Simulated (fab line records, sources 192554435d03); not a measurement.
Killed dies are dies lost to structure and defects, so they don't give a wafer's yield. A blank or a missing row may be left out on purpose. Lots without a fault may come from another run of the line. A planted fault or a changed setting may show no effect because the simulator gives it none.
One fault seen from 2 desks | flow n5_finfet | each desk has only its own numbers; what lay behind them comes last

THE METROLOGY DESK
What the gauges read, lot by lot, whatever tool the lot ran on: means of the sampled wafers that have a number. A lot is out of limits, marked OUT, if its mean lies more than 4 standard deviations from the usual mean; the brackets give that distance. Of its 11 readings 7 are shown: those that lie furthest out on some lot.
Columns: A = M0_ABLK_OVL at N5_BEOL_M0_CUTY_OVL_MEAS_58, usual 0.9 nm; B = DIBL_P at N5_BEOL_M4_RC_MEAS_101, usual 38 mV/V; C = IOFF_P at N5_BEOL_M4_RC_MEAS_101, usual 0.24 nA/um; D = ION_N at N5_BEOL_M4_RC_MEAS_101, usual 679 uA/um; E = ION_P at N5_BEOL_M4_RC_MEAS_101, usual 465 uA/um; F = VT_N at N5_BEOL_M4_RC_MEAS_101, usual 248 mV; G = VT_P at N5_BEOL_M4_RC_MEAS_101, usual -249 mV
lot  | first seen here | A    | B  | C    | D   | E   | F   | G
L410 | day 6 09:04     | -0.3 | 39 | 0.21 | 670 | 464 | 251 | -250
L418 | day 8 16:28     | 1.1  | 40 | 0.33 | 708 | 485 | 240 | -242
L421 | day 9 03:40     | 2.0  | 35 | 0.26 | 693 | 479 | 247 | -245
L422 | day 9 06:26     | 1.2  | 37 | 0.23 | 666 | 464 | 252 | -249
L423 | day 9 14:30     | 1.7  | 43 | 0.32 | 693 | 469 | 244 | -245
L426 | day 10 05:16    | 0.3  | 37 | 0.23 | 677 | 465 | 248 | -248
L427 | day 10 14:23    | 1.2  | 36 | 0.23 | 678 | 464 | 247 | -250
L429 | day 11 01:25    | 1.5  | 41 | 0.26 | 683 | 465 | 246 | -250
L430 | day 11 05:41    | 0.1  | 38 | 0.22 | 676 | 463 | 251 | -251
L431 | day 11 14:30    | -0.5 | 38 | 0.23 | 683 | 466 | 250 | -250
This desk's finding: nothing out of limits on any of the 10 lots.

THE TOOL OWNER'S DESK: ald_sin-01
The tool's own readings at N5_BEOL_M0_SAQP_ALD_48 (deposits SiO2, target thk 20 nm, pulse time 1 s, co reactant pulse time 1 s): means of the sampled wafers that have a number, for each lot that ran on this tool. A lot is out of limits, marked OUT, if its mean lies more than 4 standard deviations from the usual mean; the brackets give that distance.
Columns: A = heater_power_w at N5_BEOL_M0_SAQP_ALD_48, usual 81 W; B = precursor_pulse_height_rel at N5_BEOL_M0_SAQP_ALD_48, usual 1.005
lot  | first seen here | A  | B
L410 | day 6 07:57     | 80 | 1.018
L418 | day 8 15:07     | 84 | 1.024
L430 | day 11 04:46    | 83 | 1.017
This desk's finding: nothing out of limits on any of the 3 lots.

PUT TOGETHER
The metrology desk saw nothing out of limits.
The tool owner's desk saw nothing out of limits.

WHAT THE SIMULATOR HAD PUT IN
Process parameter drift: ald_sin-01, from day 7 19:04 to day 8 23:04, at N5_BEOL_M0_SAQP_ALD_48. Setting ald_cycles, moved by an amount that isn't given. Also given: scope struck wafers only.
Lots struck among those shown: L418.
